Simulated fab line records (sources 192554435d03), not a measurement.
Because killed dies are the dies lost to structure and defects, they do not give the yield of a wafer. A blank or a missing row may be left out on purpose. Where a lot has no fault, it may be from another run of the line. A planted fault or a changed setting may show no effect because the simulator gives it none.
A lot that was struck, set against a sound lot || flow n5Finfet || 37 steps out of a route of 1938
Sound: the wafers L461.3, L461.4, L461.5. Wafers struck: L464.2, L464.3, L464.5. The cause is named last.
Per side, at each step with rows, come the tool, then ch with its chambers, and then its first start. Under that, the readings that differ: sound wafers || struck wafers || difference of the means || sigmas: that difference in standard deviations of wafers without a fault.
alike: readings with means less than 2 such deviations apart, plus words and numbers identical on both sides. not compared: withheld readings, readings lacking a value on some wafer, bounds such as >300 that could conceal the same value, and numbers that have no deviation in the record and whose values overlap.
The two part at a step that has a row with sigmas, a row that says differs or no value, or rows on one side only. Numbers that have no deviation but don't overlap get no sigmas and don't part them. A reading that every wafer of one side lacks parts them only if that side has two wafers or more.

first, 8 steps without rows for these wafers: N5_BEOL_M5_ANNEAL_51 (time 90 s); N5_BEOL_M5_CMP_52 (polishes, stops on SiCOH lowk, t overpolish 6.9 s, target thk 62 nm); N5_BEOL_M5_PRE_CLEAN_77 (time 15 s); N5_BEOL_M5_CO_CAP_78 (material Co, precursor CCTBA/H2, target thk 2 nm, time 102.1 s); N5_BEOL_M5_PRE_CLEAN_55 (time 15 s); N5_BEOL_M5_DEP_56 (deposits SiCN from 3MS/NH3, target thk 8 nm, time 14 s); N5_BEOL_M6_ILD_DEP_00 (deposits SiCOH lowk from DEMS/porogen, target thk 179.75 nm, time 33.4 s); N5_BEOL_M6_CURE_74 (cures SiCOH lowk, time 240 s).
N5_BEOL_M6_PECVD_70: deposits SiO2 from TEOS/O2, target thk 20 nm, time 22.7 s.
  sound on pecvd-04 ch 0,1, day 11 19:45; struck on pecvd-04 ch 0,1, day 12 12:45
  alike: heaterPowerW, showerheadPlenumPTorr, throttleValvePct
  not compared: sinceWetCleanH
then, 9 steps without rows for these wafers: N5_BEOL_M6_HM_DEP_02 (deposits TiN, target thk 20 nm); N5_BEOL_M6_COAT_59 (time 60 s, resist thk 100 nm); N5_BEOL_M6_COAT_60 (time 60 s, resist thk 35 nm); N5_BEOL_M6_COAT_05 (resist thk 90 nm); N5_BEOL_M6_EBR_07; N5_BEOL_M6_SOFTBAKE_06 (time 60 s); N5_BEOL_M6_EXPOSE_08 (exposes mask M6); N5_BEOL_M6_PEB_09 (peb time 60 s); N5_BEOL_M6_DEVELOP_10 (develop time 30 s).
N5_BEOL_M6_INSPECT_13: inspects for defects (brightfield).
  struck on defectInspect-01, day 12 15:05; sound on defectInspect-01, day 11 20:35
{"reading": "rawDefectCount", "sound": "316 299 458", "struck": "613 868 624", "difference": "+344", "sigmas": "+4"}
then, 16 steps without rows for these wafers: N5_BEOL_M6_DESCUM_16 (chemistry O2, time 7.9 s); N5_BEOL_M6_ETCH_61 (etches SiARC in CF4, target depth 45.5 nm, time 75.8 s); N5_BEOL_M6_ETCH_62 (etches SOC in N2/H2, target depth 110 nm, overetch 22 nm, time 165 s); N5_BEOL_M6_STRIP_68 (strips in N2/H2); N5_BEOL_M6_STRIP_67 (strips in CF4); N5_BEOL_M6_HM_OPEN_17 (chemistry Cl2/BCl3, target TiN, target depth 20 nm, overetch 6 nm); N5_BEOL_M6_STRIP_19 (strips in O2); N5_BEOL_M6_COAT_63 (time 60 s, resist thk 60 nm); N5_BEOL_M6_COAT_64 (time 60 s, resist thk 12 nm); N5_BEOL_M6_COAT_71 (time 60 s, resist thk 5 nm); N5_BEOL_M6_COAT_22 (resist thk 30 nm); N5_BEOL_M6_EBR_24; N5_BEOL_M6_SOFTBAKE_23 (time 60 s); N5_BEOL_M6_EXPOSE_25 (exposes mask V5, target cd 40 nm); N5_BEOL_M6_PEB_26 (peb time 60 s); N5_BEOL_M6_DEVELOP_27 (develop time 30 s).
N5_BEOL_M6_INSPECT_30: inspects for defects (brightfield).
  struck on defectInspect-02, day 12 17:20; sound on defectInspect-02, day 11 22:57
{"reading": "rawDefectCount", "sound": "312 273 406", "struck": "584 808 599", "difference": "+333", "sigmas": "+4"}
-- a jump in the record: the struck wafers' starts before and after are 4 days apart (it breaks off in module BEOL_M6 and resumes in module PASSIVATION, where the first step shown is number 1936 of the route) --
N5_PASSIVATION_PROBE_49:
  struck on prober-01, day 16 10:02; sound on prober-02, day 15 21:18
{"reading": "defectLimitedYield (%)", "sound": "92.5 93.0 89.4", "struck": "88.1 86.5 87.6", "difference": -4.2, "sigmas": -3}
{"reading": "killed_at_M4_up", "sound": "18 20 21", "struck": "56 68 62", "difference": "+42", "sigmas": "+8"}
{"reading": "killedAtContacts", "sound": "9 8 6", "struck": "30 14 24", "difference": "+15", "sigmas": "+2"}
{"reading": "killedDies", "sound": "89 83 125", "struck": "141 159 146", "difference": "+50", "sigmas": "+3"}
{"reading": "killedOnRim", "sound": "13 7 21", "struck": "26 20 31", "difference": "+12", "sigmas": "+3"}
{"reading": "sort_bin_5_function (%)", "sound": "4.8 4.2 6.1", "struck": "7.4 8.6 8.1", "difference": "+3.0", "sigmas": "+3"}
{"reading": "sortNPass", "sound": "1091 1097 1055", "struck": "1039 1021 1034", "difference": -50, "sigmas": -3}
{"reading": "sortYieldPct (%)", "sound": "92.5 93.0 89.4", "struck": "88.1 86.5 87.6", "difference": -4.2, "sigmas": -3}
  alike: killed_at_M0_to_M3, killedAtFrontEnd, killedAtOther, killedOpen, killedShort, sort_bin_6_memory

WHERE THEY PART
Earliest at N5_BEOL_M6_INSPECT_13; latest, in this record, at N5_PASSIVATION_PROBE_49.

WHY: the cause the simulator had injected
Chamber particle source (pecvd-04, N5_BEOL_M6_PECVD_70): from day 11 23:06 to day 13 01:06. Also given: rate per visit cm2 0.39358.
